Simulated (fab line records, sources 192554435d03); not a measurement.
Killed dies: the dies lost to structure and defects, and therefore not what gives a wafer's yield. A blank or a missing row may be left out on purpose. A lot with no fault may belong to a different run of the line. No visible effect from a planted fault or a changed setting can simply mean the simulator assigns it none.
fab line records	flow n5Finfet
record lots=12	wafers=27	lastDay=18
route steps=1938 shown MOL_CONTACT_COAG@603 BEOL_M4@1111 PASSIVATION@1936
lots that met no fault: taken from a fault-free run of the same line
startH: the number of hours between the record's first day and the start of the first shown wafer of the lot	waitH: hours since the lot's step before	" as in the row above	L1.1+2: a row that stands for several wafers	- no value present, or no start provided	* or withheld: withheld	< > ~ a bound
route shown NAME@n: NAME is a module with steps in the file, n the number in the route of the first one	usual: mean/standard deviation of fault-free wafers	same: alike in all rows	chamber/n: place in a boat	sites: each site's reading	_std_site: standard deviation across them	_edge_site: outer sites' mean less inner sites'	radiusMm: for every site, how far away it sits from the centre of the wafer	mask NAME#n: copy n	behind: the last tool/chamber to shape the wafer	hold: reason for holding the lot/hours on hold/outcome of the hold	device: the transistor (n, p or np) that didn't switch	end of line: at the end of the route, the tests of the same wafers	a step given without rows: its recipe and nothing more	killed: at the first sort, the dies lost to defects and structure; wafer yield is something else	map: the dies of a wafer, with x for killed, . for not killed, _ for no die there
set.NAME: the setting the step ran with; set.NAME@STEP: the setting that earlier step ran with	model.NAME: the simulator's own value behind a step, which no gauge read
a sample of lots followed through the steps of the route, with each step as a table and each wafer as a row
services: the hour from which a tool's chamber was out of use, counted from the record's first day as startH (under 0 if before that day), plus the number of hours and why
## steps
# step N5_MOL_CONTACT_COAG_OVL_MEAS_41
# recipe pointsPerWafer=522
# usual VD_OVL=0.1/0.77
lot.wafer	tool	chamber	startH	waitH	VD_OVL[nm]
L628.2	overlay-02	0	100.74	0.0	0.4
L628.3	"	0	"	"	1.1
L628.5	"	0	"	"	0.0
L629.3	overlay-01	0	104.95	0.0	0.6
L629.4	"	0	"	"	0.4
L630.1	overlay-01	0	121.40	0.0	0.0
L630.5	"	0	"	"	0.1
L630.6	"	0	"	"	0.4
L631.1	overlay-01	0	127.79	0.0	-0.5
L631.5	"	0	"	"	-0.4
L632.3	overlay-01	0	130.82	0.0	-0.4
L632.6	"	0	"	"	-0.8
L634.1	overlay-02	0	141.40	0.0	1.0
L634.3	"	0	"	"	0.5
L634.4	"	0	"	"	-0.1
L638.2	overlay-02	0	162.37	0.0	1.1
L638.6	"	0	"	"	1.5
L639.5	overlay-02	0	168.85	0.0	-0.3
L639.6	"	0	"	"	-0.9
L642.1	overlay-02	0	187.27	0.0	-0.3
L642.4	"	0	"	"	0.5
L643.3	overlay-01	0	191.46	0.0	-0.9
L643.5	"	0	"	"	0.0
L644.2	overlay-01	0	195.06	0.0	0.2
L644.4	"	0	"	"	0.1
L645.2	overlay-01	0	204.27	0.0	-0.1
L645.3	"	0	"	"	-0.1
# step N5_MOL_CONTACT_COAG_DESCUM_45
# recipe chemistry=O2	timeS=7	sourcePowerW=50	biasPowerW=20	pressureMtorr=20	rfFrequencyHz=2.712e+07	tempC=40	resist=CAR-EUV	o2FlowSccm=225
# usual drypumpMotorCurrentA=5.6/0.44	oesProductAu=0.80/0.098	rfVppV=243.3/1.3	showerheadPlenumPTorr=2.11/0.069	throttleValvePct=20.46/0.22
# same timeS=7
lot.wafer	tool	chamber	startH	waitH	drypumpMotorCurrentA	oesProductAu	rfHoursCounterH	rfVppV	showerheadPlenumPTorr	throttleValvePct
L628.2	rieDiel-03	1	100.83	0.0	5.8	0.70	193	242.7	2.07	20.13
L628.3	"	2	"	"	5.2	0.75	156	241.3	2.01	20.72
L628.5	"	0	"	"	5.0	0.89	-	243.8	2.13	20.29
L629.3	rieDiel-02	1	105.11	0.1	5.5	0.71	219	242.1	2.08	20.73
L629.4	"	0	"	"	6.3	0.85	51	244.1	2.14	20.77
L630.1	rieDiel-02	0	121.49	0.0	6.3	0.84	57	242.8	2.14	20.78
L630.5	"	1	"	"	5.4	0.71	-	242.4	2.08	20.76
L630.6	"	0	"	"	6.3	0.84	-	244.4	2.14	20.78
L631.1	rieDiel-03	1	127.94	0.1	5.8	0.69	202	242.2	2.06	20.14
L631.5	"	3	"	"	4.8	0.69	-	241.0	1.96	20.45
L632.3	rieDiel-04	2	130.90	0.0	6.2	0.70	252	240.7	1.98	20.59
L632.6	"	1	"	"	5.7	0.77	-	244.0	2.06	20.34
L634.1	rieDiel-04	1	141.52	0.1	5.7	0.77	171	243.3	2.06	20.35
L634.3	"	3	"	"	6.0	0.99	2	242.2	2.15	20.42
L634.4	"	0	"	"	5.8	0.70	-	245.6	2.17	20.38
L638.2	rieDiel-02	2	162.46	0.0	5.2	0.77	114	244.3	2.22	20.43
L638.6	"	1	"	"	5.4	0.70	-	243.2	2.07	20.80
L639.5	rieDiel-04	3	168.93	0.0	6.0	0.94	-	243.3	2.14	20.42
L639.6	"	0	"	"	5.8	0.69	-	244.2	2.17	20.40
L642.1	rieDiel-04	3	187.36	0.0	6.0	0.92	21	242.8	2.14	20.45
L642.4	"	0	"	"	5.8	0.69	214	243.2	2.17	20.40
L643.3	rieDiel-02	2	191.74	0.2	5.2	0.77	125	245.7	2.22	20.45
L643.5	"	0	"	"	6.3	0.82	-	244.5	2.13	20.82
L644.2	rieDiel-03	3	195.15	0.0	4.8	0.94	13	245.6	2.21	20.04
L644.4	"	2	"	"	5.2	0.73	188	241.1	2.00	20.77
L645.2	rieDiel-03	2	204.35	0.0	5.2	0.72	192	242.2	2.00	20.78
L645.3	"	1	"	"	5.8	0.67	231	244.2	2.05	20.19
# step N5_MOL_CONTACT_COAG_ETCH_124
# recipe chemistry=CH3F/O2	target=SiNx	targetDepthA=65	maskMaterial=SOC	stopOn=SiOC	overEtchFrac=0.3	ionEnergyEv=120	pressureMtorr=30	sourceW=395	biasW=73	Ar_flow_sccm=150	CH3F_flow_sccm=30	O2_flow_sccm=20	ends=endPoint
# usual drypumpMotorCurrentA=5.6/0.47	oesProductAu=0.67/0.076	overEtchFrac=0.3/0	rfVppV=299/7.6	showerheadPlenumPTorr=2.02/0.072	throttleValvePct=16.32/0.21
lot.wafer	tool	chamber	startH	waitH	drypumpMotorCurrentA	oesProductAu	overEtchFrac	rfHoursCounterH	rfVppV	showerheadPlenumPTorr	throttleValvePct
L628.2	rieDiel-04	1	101.33	0.0	5.7	0.66	0.3	153	297	2.01	16.50
L628.3	"	3	"	"	6.0	0.60	0.3	243	310	2.04	16.60
L628.5	"	2	"	"	6.2	0.59	0.3	-	292	1.89	16.53
L629.3	rieDiel-04	3	105.73	0.0	6.0	0.60	0.3	245	312	2.04	16.59
L629.4	"	2	"	"	6.2	0.59	0.3	243	290	1.89	16.52
L630.1	rieDiel-04	1	122.10	0.0	5.7	0.65	0.3	162	296	2.01	16.52
L630.5	"	1	"	"	5.7	0.65	0.3	-	297	2.01	16.51
L630.6	"	2	"	"	6.2	0.59	0.3	-	291	1.89	16.53
L631.1	rieDiel-02	1	128.57	0.0	5.5	0.61	0.3	227	298	1.98	16.66
L631.5	"	2	"	"	5.2	0.67	0.3	-	293	2.10	16.08
L632.3	rieDiel-03	3	131.59	0.0	4.9	0.58	0.3	249	308	1.89	16.56
L632.6	"	3	"	"	4.9	0.59	0.3	-	309	1.89	16.58
L634.1	rieDiel-02	0	142.08	0.0	6.4	0.72	0.3	64	291	2.03	16.52
L634.3	"	1	"	"	5.5	0.60	0.3	231	299	1.98	16.67
L634.4	"	0	"	"	6.4	0.72	0.3	-	289	2.03	16.50
L638.2	rieDiel-03	3	163.10	0.0	4.9	0.82	0.3	2	313	2.14	16.08
L638.6	"	2	"	"	5.2	0.62	0.3	-	300	1.91	16.60
L639.5	rieDiel-03	3	169.43	0.0	4.8	0.81	0.3	-	314	2.14	16.06
L639.6	"	2	"	"	5.2	0.62	0.3	-	299	1.91	16.59
L642.1	rieDiel-04	3	187.86	0.0	6.0	0.79	0.3	21	310	2.03	16.21
L642.4	"	2	"	"	6.2	0.81	0.3	6	297	2.14	16.10
L643.3	rieDiel-03	0	192.92	0.0	5.0	0.68	0.45692	47	302	2.02	16.18
L643.5	"	0	"	"	5.0	0.71	0.3	-	303	2.02	16.19
L644.2	rieDiel-03	2	195.65	0.0	5.3	0.61	0.3	188	299	1.91	16.62
L644.4	"	0	"	"	5.0	0.67	0.45692	48	303	2.02	16.19
L645.2	rieDiel-03	1	206.01	0.0	5.8	0.60	0.3	231	295	1.97	16.20
L645.3	"	0	"	"	5.0	0.67	0.45692	50	302	2.02	16.21
# step N5_MOL_CONTACT_COAG_INSPECT_97
# recipe inspectInstrument=darkfield	mode=postAnneal
# usual rawDefectCount=48/19
lot.wafer	tool	chamber	startH	waitH	rawDefectCount
L628.2	defectInspect-02	-	105.48	0.1	38
L628.3	"	-	"	"	48
L628.5	"	-	"	"	26
L629.3	defectInspect-01	-	109.89	0.1	20
L629.4	"	-	"	"	55
L630.1	defectInspect-01	-	126.27	0.0	31
L630.5	"	-	"	"	42
L630.6	"	-	"	"	19
L631.1	defectInspect-02	-	132.69	0.0	54
L631.5	"	-	"	"	31
L632.3	defectInspect-01	-	135.77	0.1	34
L632.6	"	-	"	"	48
L634.1	defectInspect-02	-	146.21	0.0	43
L634.3	"	-	"	"	36
L634.4	"	-	"	"	48
L638.2	defectInspect-01	-	167.26	0.1	60
L638.6	"	-	"	"	66
L639.5	defectInspect-02	-	173.66	0.1	60
L639.6	"	-	"	"	33
L642.1	defectInspect-02	-	192.03	0.0	38
L642.4	"	-	"	"	43
L643.3	defectInspect-01	-	197.07	0.1	43
L643.5	"	-	"	"	50
L644.2	defectInspect-01	-	200.05	0.0	34
L644.4	"	-	"	"	31
L645.2	defectInspect-01	-	210.15	0.0	37
L645.3	"	-	"	"	39
# step N5_BEOL_M4_RC_MEAS_101
# usual DIBL_N=36.4/2.2	DIBL_P=36.3/2.5	IOFF_N=0.17/0.052	IOFF_P=0.23/0.049	ION_N=674/17	ION_P=464/11	SS_N=71.7/0.98	SS_P=73.3/0.84	VT_N=250/4	VT_P=-249/3.8
lot.wafer	tool	chamber	startH	waitH	DIBL_N[mV/V]	DIBL_P[mV/V]	IOFF_N[nA/um]	IOFF_P[nA/um]	ION_N[uA/um]	ION_P[uA/um]	SS_N[mV/dec]	SS_P[mV/dec]	VT_N[mV]	VT_P[mV]
L628.2	prober-02	0	175.89	0.2	36.9	38.2	0.18	0.25	708	483	71.2	73.4	246	-246
L628.3	"	0	"	"	40.0	41.8	0.23	0.32	704	487	72.4	75.1	245	-243
L628.5	"	0	"	"	38.3	40.1	0.19	0.30	682	472	72.0	75.2	246	-245
L629.3	prober-01	0	186.41	0.3	36.5	36.3	0.15	0.22	686	466	71.0	72.7	247	-249
L629.4	"	0	"	"	34.8	33.8	0.11	0.18	627	440	71.2	73.0	259	-257
L631.1	prober-02	0	228.12	0.0	37.2	36.4	0.19	0.25	657	448	73.0	74.4	248	-247
L631.5	"	0	"	"	38.7	39.8	0.22	0.33	654	455	72.3	75.3	247	-245
L632.3	prober-01	0	233.47	0.3	35.7	36.6	0.16	0.28	683	483	71.7	73.1	250	-239
L632.6	"	0	"	"	39.7	41.8	0.26	0.42	714	495	71.7	74.6	241	-238
L630.1	prober-02	0	239.10	0.0	37.6	38.8	0.21	0.33	691	477	71.3	73.8	246	-242
L630.5	"	0	"	"	36.1	35.6	0.16	0.25	686	481	71.6	73.1	251	-244
L630.6	"	0	"	"	33.2	33.2	0.12	0.21	656	464	70.8	72.4	256	-247
L634.1	prober-02	0	248.98	0.0	38.3	38.9	0.21	0.25	697	472	72.0	73.7	247	-249
L634.3	"	0	"	"	39.6	38.2	0.22	0.24	675	456	72.2	74.4	248	-250
L634.4	"	0	"	"	35.8	33.9	0.17	0.17	673	454	72.2	72.9	248	-252
L638.2	prober-02	0	272.13	0.2	33.8	34.2	0.12	0.18	657	453	70.8	72.6	255	-254
L638.6	"	0	"	"	39.7	41.5	0.21	0.29	683	467	72.6	74.8	245	-247
L639.5	prober-01	0	276.18	0.6	33.3	34.2	0.11	0.17	671	460	70.8	72.1	256	-255
L639.6	"	0	"	"	38.1	39.3	0.19	0.25	682	470	71.5	73.1	245	-251
L642.1	prober-01	0	277.38	0.0	35.7	34.5	0.13	0.21	649	452	70.9	73.4	254	-249
L642.4	"	0	"	"	37.0	36.6	0.17	0.26	680	468	71.5	73.4	246	-246
L645.2	prober-02	0	298.71	0.2	36.2	35.7	0.15	0.18	679	462	71.6	72.4	250	-252
L645.3	"	0	"	"	32.3	31.8	0.10	0.14	649	446	70.3	71.7	258	-255
L643.3	prober-02	0	304.48	0.3	38.6	40.5	0.22	0.29	696	473	72.7	75.0	246	-247
L643.5	"	0	"	"	38.5	39.7	0.19	0.26	661	455	72.6	74.8	248	-249
L644.2	prober-01	0	322.00	0.2	38.0	36.3	0.21	0.22	649	447	73.6	74.4	248	-251
L644.4	"	0	"	"	38.1	37.9	0.20	0.25	688	467	72.5	73.7	245	-247
# step N5_PASSIVATION_PROBE_49
# usual defectLimitedYield=91.2/1.4	killed_at_M0_to_M3=34/9.3	killed_at_M4_up=14/5.9	killedAtContacts=14/5.7	killedAtFrontEnd=38/10	killedAtOther=4/3.2	killedDies=104/17	killedOpen=67/13	killedShort=33/6.9	sort_bin_5_function=5.2/1	sort_bin_6_memory=3.3/0.61	sort_bin_8_speed=0.3/1.8	sortNPass=1069/52	sortYieldPct=91/4.4
# same grossDies=1180	killedAtBackSide=0	sort_bin_4_leakage[%]=0
lot.wafer	tool	chamber	startH	waitH	defectLimitedYield[%]	killed_at_M0_to_M3	killed_at_M4_up	killedAtContacts	killedAtFrontEnd	killedAtOther	killedDies	killedOpen	killedShort	sort_bin_5_function[%]	sort_bin_6_memory[%]	sort_bin_8_speed[%]	sortNPass	sortYieldPct[%]
L645.2	prober-01	-	408.73	0.1	89.2	34	13	34	45	2	128	64	33	7.8	2.7	0	1052	89
L645.3	prober-01	-	408.78	0.1	89.2	42	14	23	37	11	127	84	37	6.5	4.0	0.1	1052	89
# killed by level:class
L645.2 MOL_CONTACT_COAG:areaEtch=25 BEOL_M3:geometricParticle:open=16 FIN_SAQP:geometricParticle:open=8 GATE_CUT:geometricParticle:short=8 GATE_CUT:geometricParticle:open=7 STI_FIN_REVEAL:geometricParticle:open=5 MOL_CONTACT_COAG:geometricParticle:open=5 BEOL_M0_SAQP:geometricParticle:open=5
L645.3 STI_FIN_REVEAL:geometricParticle:open=19 MOL_CONTACT_COAG:geometricParticle:open=18 BEOL_M0_SAQP:geometricParticle:short=14 BEOL_M0_SAQP:geometricParticle:open=8 BEOL_M3:geometricParticle:open=7 BEOL_M1:geometricParticle:open=7 MOL_CONTACT_COAG:geometricParticle:short=5 DUMMY_GATE:geometricParticle:open=4
## services
tool	chamber	startH	hours	kind
rieDiel-02	0	82.78	5.5	repair
rieDiel-04	0	98.94	4.2	repair
rieDiel-04	3	118.34	-	clean
rieDiel-04	3	118.34	-	consumableReplace:focusRing
rieDiel-04	3	118.34	17.5	scheduledDown
rieDiel-04	3	118.34	17.5	ventCycle
rieDiel-03	3	134.34	-	clean
rieDiel-03	3	134.34	-	consumableReplace:focusRing
rieDiel-03	3	134.34	-	consumableReplace:showerhead
rieDiel-03	3	134.34	23.1	scheduledDown
rieDiel-03	3	134.34	23.1	ventCycle
rieDiel-04	2	135.83	-	clean
rieDiel-04	2	135.83	-	consumableReplace:focusRing
rieDiel-04	2	135.83	-	consumableReplace:showerhead
rieDiel-04	2	135.83	27.6	scheduledDown
rieDiel-04	2	135.83	27.6	ventCycle
rieDiel-02	3	140.88	-	clean
rieDiel-02	3	140.88	-	consumableReplace:focusRing
rieDiel-02	3	140.88	17.4	scheduledDown
rieDiel-02	3	140.88	17.4	ventCycle
rieDiel-04	0	148.13	4.3	repair
rieDiel-02	1	191.74	-	clean
rieDiel-02	1	191.74	-	consumableReplace:focusRing
rieDiel-03	0	201.11	2.7	repair
## key
firstSign step=N5_MOL_CONTACT_COAG_ETCH_124	reading=overEtchFrac	direction=up	sigmas=99+	usual=0.3	struck=0.45692
effect none on later readings
metAt N5_MOL_CONTACT_COAG_ETCH_124
struckLots L643,L644,L645
struckWafers L643.3,L644.4,L645.3
baselineLoss step=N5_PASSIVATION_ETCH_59	wafers=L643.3
baselineLoss step=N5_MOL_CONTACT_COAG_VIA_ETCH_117	wafers=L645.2
notActingAt N5_MOL_CONTACT_COAG_OVL_MEAS_41,N5_MOL_CONTACT_COAG_DESCUM_45,N5_MOL_CONTACT_COAG_INSPECT_97
onsetBetween 169.43 192.92
fault kind=processParameterDrift	tool=rieDiel-03	chamber=-	onsetH=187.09	steps=N5_MOL_CONTACT_COAG_ETCH_124	channel=overEtchFrac	offset=0.15692	shape=step	endH=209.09	scope=struckWafersOnly	actsIn=theseRecipesOnly	stated=0.3
# baselineLoss: these wafers lose ten dies or more at that step, a loss of the line's own and not of a fault; the sort's usual values leave them out
